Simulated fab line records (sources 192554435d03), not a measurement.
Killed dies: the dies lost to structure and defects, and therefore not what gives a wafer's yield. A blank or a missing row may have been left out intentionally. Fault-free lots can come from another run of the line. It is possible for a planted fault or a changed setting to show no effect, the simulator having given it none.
8D (eight disciplines) problem report, filled in by code | flow n5Finfet | the parts of the form that need people (team, actions taken, sign-off) are left out

## 1. WHAT IS WRONG
plateTempC at N5_BEOL_M1_COAT_76 reads a mean of 212.14 C on 9 wafers of 3 lots; wafers without a fault read 204.99 C with a standard deviation of 0.15. That puts it +48 standard deviations away from the usual mean.
The step: time 60 s, resist thk 5 nm.
The first sign was on wafer L332.1 at day 9 01:25, on lithoTrack-05. Wafers with a number at this step in the record: 30, from 10 lots. By rule, "out" or "out of limits" means more than 4 standard deviations away from the usual mean. All remaining wafers that have a number are taken as sound.

## 2. WHAT IT IS, AND WHAT IT ISN'T
question                    | is                            | is not
which readings at this step | plateTempC, heaterPowerTotalW | -
which lots                  | L332, L334, L335              | L326, L328, L329, L333, L340, L341, L342
which wafers of those lots  | all that have a number        | -
read on which tools         | lithoTrack-05                 | lithoTrack-03, lithoTrack-04
when                        | from day 9 01:25              | up to then (9 sound wafers); but 12 sound wafers of L333, L340, L341, L342 came after

## 3. THE SUSPECTS, EACH WITH WHAT RULES IT OUT
Counting: a tool at any process step up to the reading remains a suspect when it ran all the lots that are out and ran no sound lot after the first of those.
- lithoTrack-05 at N5_BEOL_M1_COAT_76 (time 60 s, resist thk 5 nm): kept. It processed each lot that is out, first L332 at day 9 01:25, and no sound lot thereafter; up to then, the last sound lot it processed was L329 at day 8 07:22. Out on those wafers are its own readings of heaterPowerTotalW, plateTempC.
Left after counting: lithoTrack-05 at N5_BEOL_M1_COAT_76.

## 4. THE CAUSE (what the simulator had put in)
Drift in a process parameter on lithoTrack-05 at N5_BEOL_M1_COAT_76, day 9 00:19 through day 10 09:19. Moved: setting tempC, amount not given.
Counting left only this tool.

## 5. THE CHAIN OF EFFECTS, in route order
Each row: a reading whose mean over the struck wafers that have a number lies more than 3 standard deviations from the usual. Only readings for which the record gives a usual standard deviation are gone through. hours: the time from each lot's start at the first step in this table that gives one to its start at this step, as a median over the lots. sigmas: the change in usual standard deviations.
hours | step               | reading           | usual    | on struck wafers | change | sigmas
0     | N5_BEOL_M1_COAT_76 | heaterPowerTotalW | 391.8 W  | 409.6            | +17.8  | +14
0     | N5_BEOL_M1_COAT_76 | plateTempC        | 204.99 C | 212.14           | +7.15  | +48
Its process steps:
- N5_BEOL_M1_COAT_76: time 60 s, resist thk 5 nm.
Later measuring or inspecting steps at which every struck wafer that the step has a row for has a number for every such reading, and none has moved that far: N5_BEOL_M1_OVL_MEAS_29, N5_BEOL_M4_RC_MEAS_101.

## 6. HOW IT WOULD HAVE BEEN CAUGHT EARLIER
In this record the first reading out of limits was taken at day 9 01:25, 1 hour after the fault began at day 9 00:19.
